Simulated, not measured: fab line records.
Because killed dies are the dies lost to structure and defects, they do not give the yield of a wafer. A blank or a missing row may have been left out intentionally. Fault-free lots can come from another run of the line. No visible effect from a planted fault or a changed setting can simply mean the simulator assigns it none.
Matching of chambers || flow n5_finfet || N5_BEOL_M14_DESCUM_15 on rie_diel-05 has 4 sister chambers
The step chemistry O2, time 7.9 s. 4 wafers are shown with their chamber, then 12 later ones without.

WAFERS PAIRED WITH THEIR CHAMBERS
{"wafer": "L085.1", "chamber": 2, "showerhead_plenum_p_Torr (Torr)": 2.00}
{"wafer": "L084.3", "chamber": 1, "showerhead_plenum_p_Torr (Torr)": 2.19}
{"wafer": "L086.1", "chamber": 3, "showerhead_plenum_p_Torr (Torr)": 2.14}
{"wafer": "L086.5", "chamber": 0, "showerhead_plenum_p_Torr (Torr)": 2.21}

WAFERS WITH NO CHAMBER GIVEN
{"wafer": "L087.3", "showerhead_plenum_p_Torr (Torr)": 2.18}
{"wafer": "L087.4", "showerhead_plenum_p_Torr (Torr)": 2.00}
{"wafer": "L087.5", "showerhead_plenum_p_Torr (Torr)": 2.18}
{"wafer": "L094.1", "showerhead_plenum_p_Torr (Torr)": 2.00}
{"wafer": "L094.2", "showerhead_plenum_p_Torr (Torr)": 2.18}
{"wafer": "L094.5", "showerhead_plenum_p_Torr (Torr)": 2.18}
{"wafer": "L093.3", "showerhead_plenum_p_Torr (Torr)": 2.20}
{"wafer": "L093.4", "showerhead_plenum_p_Torr (Torr)": 2.18}
{"wafer": "L093.5", "showerhead_plenum_p_Torr (Torr)": 2.00}
{"wafer": "L095.1", "showerhead_plenum_p_Torr (Torr)": 2.14}
{"wafer": "L095.2", "showerhead_plenum_p_Torr (Torr)": 1.99}
{"wafer": "L095.5", "showerhead_plenum_p_Torr (Torr)": 2.20}

THE CHAMBER EACH PASSED THROUGH
{"wafer": "L087.3", "from the rows above": 1, "in truth": 1}
{"wafer": "L087.4", "from the rows above": 2, "in truth": 2}
{"wafer": "L087.5", "from the rows above": 1, "in truth": 1}
{"wafer": "L094.1", "from the rows above": 2, "in truth": 2}
{"wafer": "L094.2", "from the rows above": 1, "in truth": 1}
{"wafer": "L094.5", "from the rows above": 1, "in truth": 1}
{"wafer": "L093.3", "from the rows above": "can't be placed: 0 or 1", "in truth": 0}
{"wafer": "L093.4", "from the rows above": 1, "in truth": 1}
{"wafer": "L093.5", "from the rows above": 2, "in truth": 2}
{"wafer": "L095.1", "from the rows above": 3, "in truth": 3}
{"wafer": "L095.2", "from the rows above": 2, "in truth": 2}
{"wafer": "L095.5", "from the rows above": "can't be placed: 0 or 1", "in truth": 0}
Placed correctly: 10 of 12. Can't be placed from these rows: 2 (the true chamber is among the candidates in 2). Number placed wrongly: 0.
How it was worked out, from the rows above alone: a wafer's distance from a chamber is the root of the sum, over the readings, of the square of ((its reading less the chamber's mean) divided by the reading's scatter). The wafer belongs to the nearest chamber; if the next one is less than 2 further off, it can't be placed. A chamber's mean is the mean of its shown wafers. The scatter: root of mean squared gap, hidden wafer to nearest shown wafer, with one shown wafer a chamber.
